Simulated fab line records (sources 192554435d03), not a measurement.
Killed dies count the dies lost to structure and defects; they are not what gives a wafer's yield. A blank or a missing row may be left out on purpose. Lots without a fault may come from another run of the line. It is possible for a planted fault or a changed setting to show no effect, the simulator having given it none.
fab line records / flow n5Finfet
record: lots: 4 wafers: 12 lastDay: 16
route steps=1938 shown WELL_APT@35 PMOS_HMC_CHANNEL_EPI@57 BEOL_M4@1111
lots that met no fault: from a run of the same line without faults
startH: hours from the record's opening day to when the first of the lot's shown wafers began / waitH: hours since the lot's step before / " repeats the value in the row above / L1.1+2: several wafers, shown together as one row / - no value, or no start was given / * or withheld: withheld / < > ~ a bound
route shown NAME@n: names a module that has steps shown in the file, with the first one's number in the route / usual: mean/standard deviation taken from wafers without a fault / same: alike in all rows / chamber/n: place in a boat / sites: the reading at each site / _std_site: how widely they spread, as a standard deviation / _edge_site: outer sites' mean less inner sites' / radiusMm: for every site, how far away it sits from the centre of the wafer / mask NAME#n: copy n / behind: the most recent tool/chamber to have shaped the wafer / hold: cause of the lot's hold/its duration in hours/its outcome / device: the transistor (n, p or np) that didn't switch / end of line: tests run on the same wafers once the route is complete / step lacking rows: just its recipe / killed: dies that structure and defects cost at the first sort, which is not the same as the wafer's yield / map: dies across one wafer; x = killed, . = not, _ = none there
set.NAME: the setting as run; set.NAME@STEP: as run at that earlier step / model.NAME: the simulator's own value behind a step, which no gauge read
a table for each step, a row for each wafer; lots at some steps of the route
services: from which hour (startH, from the record's first day; less than 0 if before it) a tool's chamber was out of use, for how many hours, and why
== steps ==
step: N5_WELL_APT_HMDS_18
recipe: timeS: 60 tempC: 120
step: N5_WELL_APT_COAT_19
recipe: spinRpm: 1357 resistThkNm: 950
step: N5_WELL_APT_EBR_21
recipe: solvent: PGMEA ebrWidthMm: 1.5
step: N5_WELL_APT_SOFTBAKE_20
recipe: tempC: 130 timeS: 60
step: N5_WELL_APT_EXPOSE_22
recipe: maskId: PWELL na: 0.8 sourceShape: conventional sigmaOuter: 0.8 polarization: unpolarized defocusNm: 0 targetCdNm: 200 doseMj: 23.2
step: N5_WELL_APT_PEB_23
recipe: pebTempC: 130 pebTimeS: 90
step: N5_WELL_APT_DEVELOP_24
recipe: developTimeS: 45 rinseLiquid: surfactantRinse dry: airSpin devTempC: 21
step: N5_WELL_APT_HARDBAKE_29
recipe: tempC: 130 timeS: 120
step: N5_WELL_APT_DESCUM_30
recipe: chemistry: O2 timeS: 7.9 sourcePowerW: 50 biasPowerW: 20 pressureMtorr: 20 rfFrequencyHz: 2.712e+07 tempC: 40 o2FlowSccm: 225
step: N5_WELL_APT_IMPLANT_31
recipe: species: B energyKev: 60 doseCm2: 1.5e+13 tiltDeg: 0 rotationDeg: 0
usual: doseIonsCm2: 1.5003e+13/1.7e+10 faradayCurrentUA: 190/3.7
lot.wafer=L267.2 tool=implanter-02 chamber=0 startH=15.37 waitH=0.1 doseIonsCm2=1.503e+13 faradayCurrentUA=188
lot.wafer=L267.4 tool=implanter-02 chamber=0 startH=15.37 waitH=0.1 doseIonsCm2=1.5014e+13 faradayCurrentUA=184
lot.wafer=L267.5 tool=implanter-02 chamber=0 startH=15.37 waitH=0.1 doseIonsCm2=1.5011e+13 faradayCurrentUA=191
lot.wafer=L278.1 tool=implanter-02 chamber=0 startH=81.76 waitH=0.1 doseIonsCm2=8.143e+12 faradayCurrentUA=102
lot.wafer=L278.3 tool=implanter-02 chamber=0 startH=81.76 waitH=0.1 doseIonsCm2=8.111e+12 faradayCurrentUA=103
lot.wafer=L278.4 tool=implanter-02 chamber=0 startH=81.76 waitH=0.1 doseIonsCm2=8.129e+12 faradayCurrentUA=102
lot.wafer=L279.3 tool=implanter-02 chamber=0 startH=87.30 waitH=0.1 doseIonsCm2=8.157e+12 faradayCurrentUA=103
lot.wafer=L279.4 tool=implanter-02 chamber=0 startH=87.30 waitH=0.1 doseIonsCm2=8.148e+12 faradayCurrentUA=101
lot.wafer=L279.6 tool=implanter-02 chamber=0 startH=87.30 waitH=0.1 doseIonsCm2=8.124e+12 faradayCurrentUA=104
lot.wafer=L285.3 tool=implanter-01 chamber=0 startH=123.05 waitH=0.1 doseIonsCm2=1.4991e+13 faradayCurrentUA=191
lot.wafer=L285.5 tool=implanter-01 chamber=0 startH=123.05 waitH=0.1 doseIonsCm2=1.5001e+13 faradayCurrentUA=182
lot.wafer=L285.6 tool=implanter-01 chamber=0 startH=123.05 waitH=0.1 doseIonsCm2=1.5021e+13 faradayCurrentUA=195
step: N5_WELL_APT_IMPLANT_32
recipe: species: BF2 energyKev: 50 doseCm2: 2e+13 tiltDeg: 0 rotationDeg: 0
step: N5_WELL_APT_STRIP_33
recipe: chemistry: SPM timeS: 900 tempC: 130 h2so4H2o2VolRatio: 4 dry: ipaMarangoni
step: N5_WELL_APT_RTA_34
recipe: tempC: 1000 timeS: 10 ambient: N2 idleTempC: 600 rampUpCPerS: 150 rampDownCPerS: 60 coolToC: 600
step: N5_WELL_APT_OXIDE_STRIP_42
recipe: chemistry: dHF dilution: 25:1 timeS: 45 tempC: 25 target: SiO2 targetDepthA: 120
step: N5_WELL_APT_PRECLEAN_36
recipe: chemistry: O3/DIW timeS: 45 tempC: 22 o3Ppm: 10
step: N5_WELL_APT_PRECLEAN_39
recipe: chemistry: dHF timeS: 60 dilution: 150:1 tempC: 25
step: N5_WELL_APT_SRD_37
recipe: dry: ipaMarangoni doPpb: 5 timeS: 30 tempC: 23 rinseLiquid: diw
step: N5_WELL_APT_EPI_41
recipe: material: Si targetThkA: 500 tempC: 650 precursor: SiH4/H2 pressureTorr: 20 timeS: 297.7
step: N5_PMOS_HMC_CHANNEL_EPI_HM_DEP_34
recipe: material: SiO2 targetThkA: 360 tempC: 400 precursor: TEOS/O2 pressureTorr: 6.5 rfW: 900 teosFlowSccm: 161.4 gas: O2 flowSccm: 2650 timeS: 6.9
step: N5_PMOS_HMC_CHANNEL_EPI_COAT_31
recipe: resist: BARC tempC: 205 timeS: 60 spinRpm: 1500 resistThkNm: 66
step: N5_PMOS_HMC_CHANNEL_EPI_COAT_03
recipe: resist: CAR-ArF-block spinRpm: 1500 resistThkNm: 205
step: N5_PMOS_HMC_CHANNEL_EPI_EBR_05
recipe: solvent: PGMEA ebrWidthMm: 1.5
step: N5_PMOS_HMC_CHANNEL_EPI_SOFTBAKE_04
recipe: tempC: 110 timeS: 60 resist: CAR-ArF-block
step: N5_PMOS_HMC_CHANNEL_EPI_EXPOSE_06
recipe: maskId: PMOS_HMC_BLK na: 1.35 sourceShape: conventional sigmaOuter: 0.8 polarization: unpolarized targetCdNm: 240 doseMj: 41
step: N5_PMOS_HMC_CHANNEL_EPI_PEB_07
recipe: pebTempC: 110 pebTimeS: 60 resist: CAR-ArF-block
step: N5_PMOS_HMC_CHANNEL_EPI_DEVELOP_08
recipe: developTimeS: 30 developer: TMAH resist: CAR-ArF-block devTempC: 23 rinseLiquid: diw dry: airSpin
step: N5_PMOS_HMC_CHANNEL_EPI_DESCUM_14
recipe: chemistry: O2 timeS: 7.9 sourcePowerW: 50 biasPowerW: 20 pressureMtorr: 20 rfFrequencyHz: 2.712e+07 tempC: 40 resist: CAR-ArF-block o2FlowSccm: 225
step: N5_PMOS_HMC_CHANNEL_EPI_ETCH_32
recipe: chemistry: N2/H2 target: BARC stopOn: SiO2 targetDepthA: 858 overEtchFrac: 0.3 timeS: 50.3 ionEnergyEv: 200 maskMaterial: CAR-ArF-block pressureMtorr: 30 sourceW: 840 biasW: 150 n2FlowSccm: 200 h2FlowSccm: 200
step: N5_PMOS_HMC_CHANNEL_EPI_HM_OPEN_15
recipe: chemistry: CHF3/O2 target: SiO2 maskMaterial: CAR-ArF-block targetDepthA: 406 CHF3_flow_sccm: 50 O2_flow_sccm: 5 Ar_flow_sccm: 200 timeS: 20.3 pressureMtorr: 30 sourceW: 650 biasW: 170 ionEnergyEv: 200
step: N5_PMOS_HMC_CHANNEL_EPI_STRIP_33
recipe: chemistry: N2/H2 powerW: 500 tempC: 40 pressureMtorr: 50 rfFrequencyHz: 6e+07 overashFraction: 0.3 biasPowerW: 8 h2Frac: 0.5 n2FlowSccm: 300 h2FlowSccm: 300
step: N5_PMOS_HMC_CHANNEL_EPI_STRIP_17
recipe: chemistry: SPM timeS: 750 tempC: 130 h2so4H2o2VolRatio: 4 dry: ipaMarangoni
step: N5_PMOS_HMC_CHANNEL_EPI_ETCH_38
recipe: chemistry: CF4 target: SiO2 targetDepthA: 15 ionEnergyEv: 350 pressureMtorr: 10 icpW: 800 biasW: 400 cf4FlowSccm: 80
step: N5_PMOS_HMC_CHANNEL_EPI_FIN_RECESS_16
recipe: chemistry: HBr/Cl2 target: Si maskMaterial: SiO2 targetDepthA: 540 timeS: 18 pressureMtorr: 10 icpW: 800 biasW: 75 HBr_flow_sccm: 150 Cl2_flow_sccm: 80
step: N5_PMOS_HMC_CHANNEL_EPI_PRECLEAN_36
recipe: chemistry: O3/DIW timeS: 45 tempC: 22 o3Ppm: 10
step: N5_PMOS_HMC_CHANNEL_EPI_PRECLEAN_18
recipe: chemistry: DHF timeS: 30 tempC: 25 dilution: withheld
step: N5_BEOL_M4_RC_MEAS_101
usual: DIBL_N: 35.9/1.4 DIBL_P: 35.9/1.7 IOFF_N: 0.160/0.026 IOFF_P: 0.21/0.036 ION_N: 672/11 ION_P: 461/8.1 RS_PWELL: 3002/22 SS_N: 71.4/0.54 SS_P: 73.2/0.67 VT_N: 249.3/2.7 VT_P: -250/3.9
lot.wafer=L267.2 tool=prober-01 chamber=0 startH=161.78 waitH=0.2 DIBL_N[mV/V]=36.8 DIBL_P[mV/V]=37.7 IOFF_N[nA/um]=0.200 IOFF_P[nA/um]=0.31 ION_N[uA/um]=685 ION_P[uA/um]=476 RS_PWELL[ohm/sq]=2976 SS_N[mV/dec]=72.0 SS_P[mV/dec]=74.3 VT_N[mV]=247.4 VT_P[mV]=-240
lot.wafer=L267.4 tool=prober-01 chamber=0 startH=161.78 waitH=0.2 DIBL_N[mV/V]=35.4 DIBL_P[mV/V]=35.9 IOFF_N[nA/um]=0.170 IOFF_P[nA/um]=0.26 ION_N[uA/um]=678 ION_P[uA/um]=475 RS_PWELL[ohm/sq]=2996 SS_N[mV/dec]=71.1 SS_P[mV/dec]=73.8 VT_N[mV]=245.1 VT_P[mV]=-245
lot.wafer=L267.5 tool=prober-01 chamber=0 startH=161.78 waitH=0.2 DIBL_N[mV/V]=36.1 DIBL_P[mV/V]=36.6 IOFF_N[nA/um]=0.182 IOFF_P[nA/um]=0.28 ION_N[uA/um]=680 ION_P[uA/um]=474 RS_PWELL[ohm/sq]=2998 SS_N[mV/dec]=71.8 SS_P[mV/dec]=73.4 VT_N[mV]=247.2 VT_P[mV]=-244
lot.wafer=L278.1 tool=prober-01 chamber=0 startH=232.06 waitH=0.0 DIBL_N[mV/V]=35.1 DIBL_P[mV/V]=35.2 IOFF_N[nA/um]=0.136 IOFF_P[nA/um]=0.16 ION_N[uA/um]=659 ION_P[uA/um]=451 RS_PWELL[ohm/sq]=4282 SS_N[mV/dec]=71.1 SS_P[mV/dec]=73.5 VT_N[mV]=253.3 VT_P[mV]=-254
lot.wafer=L278.3 tool=prober-01 chamber=0 startH=232.06 waitH=0.0 DIBL_N[mV/V]=34.4 DIBL_P[mV/V]=34.3 IOFF_N[nA/um]=0.122 IOFF_P[nA/um]=0.16 ION_N[uA/um]=644 ION_P[uA/um]=442 RS_PWELL[ohm/sq]=4293 SS_N[mV/dec]=71.2 SS_P[mV/dec]=72.7 VT_N[mV]=253.5 VT_P[mV]=-257
lot.wafer=L278.4 tool=prober-01 chamber=0 startH=232.06 waitH=0.0 DIBL_N[mV/V]=35.5 DIBL_P[mV/V]=35.0 IOFF_N[nA/um]=0.142 IOFF_P[nA/um]=0.17 ION_N[uA/um]=666 ION_P[uA/um]=451 RS_PWELL[ohm/sq]=4251 SS_N[mV/dec]=70.7 SS_P[mV/dec]=73.6 VT_N[mV]=251.3 VT_P[mV]=-255
lot.wafer=L279.3 tool=prober-02 chamber=0 startH=250.35 waitH=0.3 DIBL_N[mV/V]=38.5 DIBL_P[mV/V]=39.2 IOFF_N[nA/um]=0.206 IOFF_P[nA/um]=0.25 ION_N[uA/um]=698 ION_P[uA/um]=473 RS_PWELL[ohm/sq]=4314 SS_N[mV/dec]=72.6 SS_P[mV/dec]=73.8 VT_N[mV]=246.2 VT_P[mV]=-249
lot.wafer=L279.4 tool=prober-02 chamber=0 startH=250.35 waitH=0.3 DIBL_N[mV/V]=34.6 DIBL_P[mV/V]=34.6 IOFF_N[nA/um]=0.136 IOFF_P[nA/um]=0.18 ION_N[uA/um]=671 ION_P[uA/um]=457 RS_PWELL[ohm/sq]=4277 SS_N[mV/dec]=71.3 SS_P[mV/dec]=72.2 VT_N[mV]=251.0 VT_P[mV]=-253
lot.wafer=L279.6 tool=prober-02 chamber=0 startH=250.35 waitH=0.3 DIBL_N[mV/V]=36.9 DIBL_P[mV/V]=37.0 IOFF_N[nA/um]=0.165 IOFF_P[nA/um]=0.21 ION_N[uA/um]=686 ION_P[uA/um]=468 RS_PWELL[ohm/sq]=4308 SS_N[mV/dec]=71.8 SS_P[mV/dec]=72.7 VT_N[mV]=248.1 VT_P[mV]=-251
lot.wafer=L285.3 tool=prober-01 chamber=0 startH=276.71 waitH=0.3 DIBL_N[mV/V]=33.5 DIBL_P[mV/V]=34.0 IOFF_N[nA/um]=0.117 IOFF_P[nA/um]=0.17 ION_N[uA/um]=658 ION_P[uA/um]=454 RS_PWELL[ohm/sq]=3004 SS_N[mV/dec]=71.0 SS_P[mV/dec]=71.9 VT_N[mV]=252.2 VT_P[mV]=-251
lot.wafer=L285.5 tool=prober-01 chamber=0 startH=276.71 waitH=0.3 DIBL_N[mV/V]=36.8 DIBL_P[mV/V]=36.8 IOFF_N[nA/um]=0.183 IOFF_P[nA/um]=0.21 ION_N[uA/um]=661 ION_P[uA/um]=453 RS_PWELL[ohm/sq]=2970 SS_N[mV/dec]=72.2 SS_P[mV/dec]=72.8 VT_N[mV]=247.1 VT_P[mV]=-247
lot.wafer=L285.6 tool=prober-01 chamber=0 startH=276.71 waitH=0.3 DIBL_N[mV/V]=35.8 DIBL_P[mV/V]=35.9 IOFF_N[nA/um]=0.159 IOFF_P[nA/um]=0.20 ION_N[uA/um]=665 ION_P[uA/um]=457 RS_PWELL[ohm/sq]=2998 SS_N[mV/dec]=71.8 SS_P[mV/dec]=72.4 VT_N[mV]=249.5 VT_P[mV]=-250
== services ==
tool=implanter-02 chamber=- startH=-6.91 hours=5.8 kind=repair
tool=implanter-01 chamber=- startH=18.66 hours=1.4 kind=repair
tool=implanter-01 chamber=- startH=23.77 hours=1.9 kind=repair
tool=implanter-01 chamber=- startH=73.51 hours=2.2 kind=repair
tool=implanter-01 chamber=- startH=120.64 hours=1.9 kind=repair
== key ==
firstSign: step: N5_WELL_APT_IMPLANT_31 reading: doseIonsCm2 direction: down sigmas: 99+ usual: 1.5003e+13 struck: 8.135e+12
effect: step: N5_WELL_APT_IMPLANT_31 reading: faradayCurrentUA direction: down sigmas: 24 usual: 190 struck: 102
effect: step: N5_BEOL_M4_RC_MEAS_101 reading: RS_PWELL direction: up sigmas: 59 usual: 3002 struck: 4287
metAt N5_WELL_APT_IMPLANT_31
struckWafers L278.1,L278.3,L278.4,L279.3,L279.4,L279.6
onsetBetween 15.37 81.76
fault: kind: processParameterDrift tool: implanter-02 chamber: - onsetH: 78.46 steps: N5_WELL_APT_IMPLANT_31 channel: doseCm2 offset: -6.8579e+12 shape: step endH: 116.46 actsIn: theseRecipesOnly stated: 1.5e+13
